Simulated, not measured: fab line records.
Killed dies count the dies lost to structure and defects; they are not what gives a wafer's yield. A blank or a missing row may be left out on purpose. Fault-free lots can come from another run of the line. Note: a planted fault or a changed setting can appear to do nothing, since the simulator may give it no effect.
A struck lot beside a sound one -- flow nand_harc -- 15 steps out of a route of 1302
Sound: these wafers, L366.1, L366.4, L366.5. Struck: wafer L376.6 (L376.2, L376.3, from the same lot, were not struck and are left out); the cause is given at the end.
At each step with rows: each side's tool, then ch and its chambers, then its first start. Under that, the readings that differ: sound wafers -- struck wafers -- difference of the means -- sigmas: that difference in standard deviations of wafers without a fault.
alike: readings whose means differ by less than 2 such deviations, and words and numbers that are the same on both sides. not compared: withheld readings, readings that some wafer has no value for, bounds like >300 that may hide the same value, and numbers for which the record gives no deviation and whose values overlap.
A row with sigmas, a row that says differs or no value, or rows on one side alone: a step with any of these is where the two part. Non-overlapping numbers with no deviation appear without sigmas and do not part them. Lack of a reading on every wafer of one side parts them only where that side has two or more wafers.

first, 7 steps without rows for these wafers: NHARC_P_STI_COAT_41 (time 65 s); NHARC_P_STI_COAT_03 (resist thk 600 nm); NHARC_P_STI_SOFTBAKE_04 (time 70 s); NHARC_P_STI_EBR_05; NHARC_P_STI_EXPOSE_06 (exposes mask P STI, target cd 200 nm); NHARC_P_STI_PEB_07 (peb time 80 s); NHARC_P_STI_DEVELOP_08 (time 50 s).
NHARC_P_STI_CD_MEAS_09: target cd 200 nm.
  sound on cd_sem-03 ch 0, day 4 00:33; struck on cd_sem-03 ch 0, day 8 04:49
  alike: cd_nm
NHARC_P_STI_OVL_MEAS_10:
  struck on overlay-01, day 8 04:53; sound on overlay-02, day 4 00:38
  alike: overlay_x_nm, overlay_y_nm
NHARC_P_STI_INSPECT_11:
  struck on defect_inspect-01, day 8 04:56; sound on defect_inspect-02, day 4 00:40
  alike: raw_defect_count
then, 1 step without rows for these wafers: NHARC_P_STI_HARDBAKE_13 (time 65 s).
NHARC_P_STI_DESCUM_14: chemistry O2, time 3 s.
  sound on rie_diel-05 ch 1,2,3, day 4 00:49; struck on rie_diel-05 ch 2, day 8 05:04
  alike: drypump_motor_current_A, o2_flow_sccm, oes_product_au, rf_vpp_V, showerhead_plenum_p_Torr, throttle_valve_pct
  not compared: rf_hours_counter_h
NHARC_P_STI_ETCH_42: etches the open film in N2/H2, target depth 80 nm, overetch 24 nm, time 61 s.
  sound on rie_diel-05 ch 0,1, day 4 00:53; struck on rie_diel-05 ch 3, day 8 05:09
reading,sound,struck,difference,sigmas
run_length_s (s),81.2 81.8 81.7,66.3,-15.3,-29
  alike: drypump_motor_current_A, oes_product_au, rf_vpp_V, showerhead_plenum_p_Torr, throttle_valve_pct
  not compared: bias_w, rf_hours_counter_h
NHARC_P_STI_ETCH_31: etches the open film in CF4/CHF3, target depth 108.9 nm, time 54.5 s.
  sound on rie_diel-05 ch 0,2,3; struck on rie_diel-05 ch 2
reading,sound,struck,difference,sigmas
bias_w (W),200.1 200.5 200.6,199.1,-1.3,-2
  alike: chf3_flow_sccm, drypump_motor_current_A, oes_product_au, rf_vpp_V, run_length_s, showerhead_plenum_p_Torr, throttle_valve_pct
  not compared: rf_hours_counter_h
-- break in the record here, with 22 days between the starts of the struck wafers on either side (left off in module P_STI, picked up again in module END, where the first step shown is number 1302 on the route) --
NHARC_END_SORT_01:
  the record has rows for the struck wafers here (prober-01 ch 0, day 30 04:29) and none for the sound ones

## WHERE THEY PART
Earliest at NHARC_P_STI_ETCH_42; latest, in this record, at NHARC_END_SORT_01.

WHY: what the simulator had put in
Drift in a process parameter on rie_diel-05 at NHARC_P_STI_ETCH_42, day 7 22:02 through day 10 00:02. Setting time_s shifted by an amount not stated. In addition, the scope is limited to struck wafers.
